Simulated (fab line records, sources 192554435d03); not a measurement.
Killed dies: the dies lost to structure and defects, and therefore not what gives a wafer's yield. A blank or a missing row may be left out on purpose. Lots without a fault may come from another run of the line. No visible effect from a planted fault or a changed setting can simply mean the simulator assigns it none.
Matching of chambers || flow n5 finfet || ald metal-01 running N5_BEOL_M8_ALD_77: 4 sister chambers
The step deposits TaN, target thk 2 nm, pulse time 2 s, purge time 3 s. 16 wafers are shown with their chamber, then 8 later ones without.

== WAFERS PAIRED WITH THEIR CHAMBERS ==
{"wafer": "L076.2", "chamber": 1, "heater power w (W)": 407}
{"wafer": "L076.5", "chamber": 3, "heater power w (W)": 455}
{"wafer": "L076.6", "chamber": 0, "heater power w (W)": 449}
{"wafer": "L077.2", "chamber": 2, "heater power w (W)": 406}
{"wafer": "L077.4", "chamber": 0, "heater power w (W)": 434}
{"wafer": "L077.6", "chamber": 0, "heater power w (W)": 457}
{"wafer": "L079.2", "chamber": 1, "heater power w (W)": 409}
{"wafer": "L079.3", "chamber": 3, "heater power w (W)": 450}
{"wafer": "L079.4", "chamber": 2, "heater power w (W)": 412}
{"wafer": "L081.1", "chamber": 2, "heater power w (W)": 409}
{"wafer": "L081.4", "chamber": 3, "heater power w (W)": 448}
{"wafer": "L081.6", "chamber": 3, "heater power w (W)": 451}
{"wafer": "L085.1", "chamber": 1, "heater power w (W)": 404}
{"wafer": "L085.2", "chamber": 2, "heater power w (W)": 407}
{"wafer": "L085.6", "chamber": 3, "heater power w (W)": 449}
{"wafer": "L087.1", "chamber": 1, "heater power w (W)": 411}

SIGNATURES (means of the wafers above)
{"reading": "heater power w", "chamber 0": 446.67, "chamber 1": 407.75, "chamber 2": 408.50, "chamber 3": 450.60, "scatter within a chamber": 5.4}
Rule: for each reading, subtract the chamber's mean from the wafer's reading, divide by that reading's scatter and square the result; add these up over the readings and take the root, which gives the wafer's distance from the chamber. If the next closest chamber is less than 2 further off than the closest, the wafer can't be placed; otherwise it belongs to the closest. The scatter: the root of (the sum of the squares of (reading less its chamber's mean) over the shown wafers, divided by (wafers less chambers)).

== WAFERS WHOSE CHAMBER IS MISSING ==
{"wafer": "L087.5", "heater power w (W)": 396}
{"wafer": "L087.6", "heater power w (W)": 450}
{"wafer": "L088.1", "heater power w (W)": 399}
{"wafer": "L088.2", "heater power w (W)": 433}
{"wafer": "L088.3", "heater power w (W)": 457}
{"wafer": "L090.2", "heater power w (W)": 447}
{"wafer": "L090.3", "heater power w (W)": 415}
{"wafer": "L090.6", "heater power w (W)": 442}

== WHICH CHAMBER EACH ONE RAN IN ==
{"wafer": "L087.5", "from the rows above": "can't be placed: 1 or 2", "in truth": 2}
{"wafer": "L087.6", "from the rows above": "can't be placed: 3 or 0", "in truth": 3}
{"wafer": "L088.1", "from the rows above": "can't be placed: 1 or 2", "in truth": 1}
{"wafer": "L088.2", "from the rows above": "can't be placed: 0 or 3", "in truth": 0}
{"wafer": "L088.3", "from the rows above": "can't be placed: 3 or 0", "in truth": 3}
{"wafer": "L090.2", "from the rows above": "can't be placed: 0 or 3", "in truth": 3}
{"wafer": "L090.3", "from the rows above": "can't be placed: 2 or 1", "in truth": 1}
{"wafer": "L090.6", "from the rows above": "can't be placed: 0 or 3", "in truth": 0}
Correctly placed: 0 of 8. These rows do not allow placing 8 (true chamber among the candidates in 8). Number placed wrongly: 0.
